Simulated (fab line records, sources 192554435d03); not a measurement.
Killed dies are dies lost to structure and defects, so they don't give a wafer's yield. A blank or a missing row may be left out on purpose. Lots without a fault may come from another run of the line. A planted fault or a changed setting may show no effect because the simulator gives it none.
Which tool did it? | flow n5_finfet | 24 lots, 72 wafers sampled, at 4 steps of a route of 1938

WHAT THE GAUGES READ, wafer by wafer
N5_FIN_SAQP_CD_MEAS_31: target cd 8 nm.
lot  | measured    | on        | cd_nm (nm)
L074 | day 2 02:07 | cd_sem-02 | 8.26 8.15 8.19
L075 | day 2 09:40 | cd_sem-01 | 8.16 8.17 7.98
L076 | day 2 15:01 | cd_sem-03 | 7.81 8.42 8.11
L077 | day 2 21:29 | cd_sem-02 | 8.13 8.29 7.83
L078 | day 3 02:07 | cd_sem-01 | 8.11 8.57 7.77
L079 | day 3 09:25 | cd_sem-03 | 8.06 7.74 7.83
L080 | day 3 14:27 | cd_sem-03 | 8.38 8.49 8.28
L081 | day 3 20:50 | cd_sem-01 | 8.08 8.39 8.08
L082 | day 4 02:41 | cd_sem-03 | 8.05 8.00 8.19
L083 | day 4 08:26 | cd_sem-01 | 8.11 7.95 8.27
L084 | day 4 15:35 | cd_sem-01 | 8.25 8.13 7.96
L085 | day 4 21:18 | cd_sem-01 | 8.10 7.89 8.37
L086 | day 5 01:29 | cd_sem-03 | 8.05 8.24 8.32
L087 | day 5 10:12 | cd_sem-02 | 8.26 8.35 8.06
L088 | day 5 15:27 | cd_sem-03 | 8.66 8.10 8.17
L089 | day 5 21:33 | cd_sem-01 | 8.27 8.26 7.86
L090 | day 6 01:56 | cd_sem-03 | 8.43 8.13 8.40
L091 | day 6 07:46 | cd_sem-03 | 7.81 7.91 8.10
L092 | day 6 14:43 | cd_sem-01 | 8.09 8.35 8.38
L093 | day 6 20:07 | cd_sem-02 | 8.41 8.29 7.85
L094 | day 7 02:26 | cd_sem-03 | 7.95 8.20 8.40
L095 | day 7 08:38 | cd_sem-02 | 8.15 8.14 8.36
L096 | day 7 14:04 | cd_sem-03 | 7.81 8.08 8.44
L097 | day 7 19:05 | cd_sem-03 | 8.14 8.07 8.33

N5_DUMMY_GATE_OVL_MEAS_16.
lot  | measured    | on         | GATE_OVL (nm)
L074 | day 3 00:19 | overlay-01 | -1.0 -0.1 -0.6
L075 | day 3 05:29 | overlay-02 | 0.0 -1.1 -1.0
L076 | day 3 12:19 | overlay-01 | -0.7 -0.3 0.3
L077 | day 3 18:54 | overlay-02 | -0.8 -0.8 -1.5
L078 | day 3 21:40 | overlay-01 | 0.5 0.5 0.7
L079 | day 4 05:23 | overlay-02 | 0.9 0.0 0.6
L080 | day 4 09:47 | overlay-01 | 0.4 0.5 1.1
L081 | day 4 16:38 | overlay-01 | 0.4 -0.9 -0.2
L082 | day 5 00:06 | overlay-02 | -0.6 -0.3 -0.4
L083 | day 5 04:40 | overlay-01 | 1.3 -0.4 0.7
L084 | day 5 13:11 | overlay-02 | 0.1 0.0 -0.6
L085 | day 5 18:21 | overlay-02 | -0.8 -0.1 -0.8
L086 | day 5 21:47 | overlay-01 | -0.1 0.3 0.0
L087 | day 6 06:08 | overlay-02 | 0.2 -0.2 1.0
L088 | day 6 11:10 | overlay-01 | 0.7 1.1 0.1
L089 | day 6 18:20 | overlay-01 | 0.3 0.5 0.9
L090 | day 6 23:02 | overlay-01 | -0.5 0.6 0.9
L091 | day 7 03:13 | overlay-01 | 0.1 0.1 -0.4
L092 | day 7 10:47 | overlay-01 | -0.1 0.3 0.5
L093 | day 7 16:05 | overlay-01 | 1.3 -1.0 -0.6
L094 | day 7 22:07 | overlay-01 | 0.1 -1.2 -0.4
L095 | day 8 04:08 | overlay-02 | -1.1 -0.5 -1.1
L096 | day 8 09:27 | overlay-01 | 0.7 0.3 -0.7
L097 | day 8 16:31 | overlay-01 | -1.0 -0.7 -1.4

WHICH TOOL RAN EACH LOT (tool, then ch and the chambers of the sampled wafers, then the start)
lot  | N5_FIN_SAQP_HM_OPEN_73            | N5_DUMMY_GATE_ALD_02
L074 | rie_diel-03 ch 0,1,3, day 1 22:38 | ald_sin-03 ch 0,2,3, day 2 14:04
L075 | rie_diel-01 ch 1,2,3, day 2 05:37 | ald_sin-04 ch 0,1, day 2 21:04
L076 | rie_diel-04 ch 0,2,3, day 2 10:19 | ald_sin-04 ch 0,3, day 3 03:52
L077 | rie_diel-04 ch 2,3, day 2 17:49   | ald_sin-03 ch 1,2, day 3 08:39
L078 | rie_diel-01 ch 0,2,3, day 2 22:01 | ald_sin-04 ch 0,1,2, day 3 13:14
L079 | rie_diel-04 ch 1,3, day 3 05:08   | ald_sin-03 ch 0,1, day 3 20:50
L080 | rie_diel-03 ch 0,3, day 3 10:51   | ald_sin-01 ch 0,2,3, day 4 01:22
L081 | rie_diel-04 ch 0,2, day 3 16:23   | ald_sin-04 ch 1,2,3, day 4 08:13
L082 | rie_diel-04 ch 0,2,3, day 3 23:08 | ald_sin-04 ch 0,2,3, day 4 13:36
L083 | rie_diel-03 ch 0,1,2, day 4 04:44 | ald_sin-04 ch 1,3, day 4 20:14
L084 | rie_diel-03 ch 2,3, day 4 11:04   | ald_sin-04 ch 2,3, day 5 04:44
L085 | rie_diel-04 ch 0,2,3, day 4 16:23 | ald_sin-04 ch 0,1,2, day 5 09:56
L086 | rie_diel-04 ch 0,1,3, day 4 21:57 | ald_sin-03 ch 1,2,3, day 5 13:20
L087 | rie_diel-01 ch 0,3, day 5 05:44   | ald_sin-04 ch 0,1,2, day 5 21:35
L088 | rie_diel-03 ch 1,3, day 5 10:38   | ald_sin-03 ch 0,2, day 6 02:16
L089 | rie_diel-04 ch 0,2,3, day 5 16:34 | ald_sin-01 ch 0,2,3, day 6 09:47
L090 | rie_diel-04 ch 1,2,3, day 5 22:08 | ald_sin-04 ch 0,1,2, day 6 14:29
L091 | rie_diel-04 ch 0,1,3, day 6 04:16 | ald_sin-03 ch 0,1,2, day 6 18:46
L092 | rie_diel-04 ch 0,1,2, day 6 10:05 | ald_sin-03 ch 0,2,3, day 7 01:58
L093 | rie_diel-04 ch 0,1,2, day 6 16:05 | ald_sin-01 ch 0,1,3, day 7 07:18
L094 | rie_diel-04 ch 0,1,2, day 6 21:53 | ald_sin-03 ch 0,1,3, day 7 13:43
L095 | rie_diel-01 ch 1,2,3, day 7 04:11 | ald_sin-04 ch 0,1, day 7 19:35
L096 | rie_diel-03 ch 1,2, day 7 10:38   | ald_sin-03 ch 1,2,3, day 8 00:55
L097 | rie_diel-01 ch 0,3, day 7 15:38   | ald_sin-04 ch 0,2,3, day 8 07:58
- N5_FIN_SAQP_HM_OPEN_73: chemistry CHF3/O2, target SiO2, stops on a-Si, target depth 12 nm, time 16.8 s.
- N5_DUMMY_GATE_ALD_02: deposits SiO2, target thk 2 nm, pulse time 1 s.

WHAT THE TOOLS THEMSELVES READ (means of the sampled wafers that have a number; where no wafer has one, the mark that the record gives instead)
N5_FIN_SAQP_HM_OPEN_73.
lot  | tool        | bias_w (W) | drypump_motor_current_A (A) | oes_o_777_au (a.u.) | oes_product_au (a.u.) | rf_vpp_V (V) | showerhead_plenum_p_Torr (Torr) | throttle_valve_pct (%)
L074 | rie_diel-03 | 170.1      | 5.4                         | 0.79                | 0.47                  | 523          | 2.39                            | 18.71
L075 | rie_diel-01 | 170.0      | 5.4                         | 0.72                | 0.43                  | 524          | 2.42                            | 18.93
L076 | rie_diel-04 | 170.0      | 5.4                         | 0.76                | 0.45                  | 518          | 2.38                            | 18.91
L077 | rie_diel-04 | 170.4      | 5.7                         | 0.75                | 0.46                  | 511          | 2.34                            | 18.90
L078 | rie_diel-01 | 170.0      | 5.5                         | 0.70                | 0.42                  | 525          | 2.39                            | 19.01
L079 | rie_diel-04 | 170.3      | 6.3                         | 0.86                | 0.52                  | 523          | 2.35                            | 19.06
L080 | rie_diel-03 | 170.1      | 5.4                         | 0.83                | 0.49                  | 522          | 2.47                            | 18.61
L081 | rie_diel-04 | 170.5      | 5.2                         | 0.76                | 0.45                  | 523          | 2.41                            | 18.93
L082 | rie_diel-04 | 170.2      | 5.5                         | 0.75                | 0.46                  | 517          | 2.37                            | 18.92
L083 | rie_diel-03 | 169.5      | 5.4                         | 0.86                | 0.51                  | 526          | 2.42                            | 18.70
L084 | rie_diel-03 | 169.7      | 5.6                         | 0.80                | 0.48                  | 515          | 2.40                            | 18.76
L085 | rie_diel-04 | 170.3      | 5.5                         | 0.75                | 0.45                  | 517          | 2.37                            | 18.93
L086 | rie_diel-04 | 170.2      | 5.8                         | 0.78                | 0.46                  | 520          | 2.34                            | 19.13
L087 | rie_diel-01 | 170.1      | 5.3                         | 0.78                | 0.47                  | 526          | 2.42                            | 18.93
L088 | rie_diel-03 | 170.8      | 5.4                         | 0.90                | 0.53                  | 519          | 2.56                            | 18.50
L089 | rie_diel-04 | 170.2      | 5.5                         | 0.74                | 0.45                  | 517          | 2.37                            | 18.96
L090 | rie_diel-04 | 169.9      | 5.9                         | 0.80                | 0.49                  | 520          | 2.36                            | 18.91
L091 | rie_diel-04 | 170.6      | 5.8                         | 0.76                | 0.45                  | 519          | 2.34                            | 19.15
L092 | rie_diel-04 | 169.7      | 5.7                         | 0.80                | 0.48                  | 525          | 2.40                            | 18.93
L093 | rie_diel-04 | 169.5      | 5.7                         | 0.80                | 0.48                  | 525          | 2.40                            | 18.93
L094 | rie_diel-04 | 170.2      | 5.7                         | 0.79                | 0.47                  | 525          | 2.40                            | 18.93
L095 | rie_diel-01 | 169.2      | 5.3                         | 0.77                | 0.47                  | 516          | 2.41                            | 18.85
L096 | rie_diel-03 | 170.4      | 5.4                         | 0.87                | 0.51                  | 521          | 2.49                            | 18.63
L097 | rie_diel-01 | 170.4      | 5.1                         | 0.91                | 0.55                  | 523          | 2.43                            | 18.64

N5_DUMMY_GATE_ALD_02.
lot  | tool       | heater_power_w (W) | precursor_pulse_height_rel
L074 | ald_sin-03 | 486                | 1.020
L075 | ald_sin-04 | 478                | 0.993
L076 | ald_sin-04 | 506                | 0.989
L077 | ald_sin-03 | 441                | 1.004
L078 | ald_sin-04 | 473                | 1.005
L079 | ald_sin-03 | 465                | 1.003
L080 | ald_sin-01 | 471                | 0.995
L081 | ald_sin-04 | 484                | 1.001
L082 | ald_sin-04 | 487                | 1.002
L083 | ald_sin-04 | 487                | 1.002
L084 | ald_sin-04 | 475                | 1.017
L085 | ald_sin-04 | 471                | 1.011
L086 | ald_sin-03 | 449                | 0.992
L087 | ald_sin-04 | 477                | 0.984
L088 | ald_sin-03 | 492                | 1.018
L089 | ald_sin-01 | 461                | 1.005
L090 | ald_sin-04 | 474                | 1.019
L091 | ald_sin-03 | 481                | 1.005
L092 | ald_sin-03 | 490                | 1.011
L093 | ald_sin-01 | 478                | 1.007
L094 | ald_sin-03 | 462                | 0.992
L095 | ald_sin-04 | 489                | 1.023
L096 | ald_sin-03 | 462                | 1.009
L097 | ald_sin-04 | 485                | 0.998

THE ANSWER, worked out from the rows above alone
Rule: what is usual is taken from the lots themselves. Put in order of their means at a reading, lots are off if they are a third of the lots or fewer, leave a main group of 4 or more, and stand apart from it by a gap of 3 or more times the standard deviation of the main group's means; of several such gaps the widest counts. A main group whose means are all the same, to the digits that the tables above print for the reading, isn't used. A lot without any number at a reading at which 4 lots or more have one is off too. The other lots that the step has rows for count as sound. The gauges are gone through in route order, then the tools' own readings, and for those a lot's mean is taken as printed above. The first step at which some lot is off is used, and at that step the reading that is off furthest; a lot without a number counts as furthest.
No lot is off at any reading shown: from this, nothing can be told.

WHAT THE SIMULATOR HAD PUT IN
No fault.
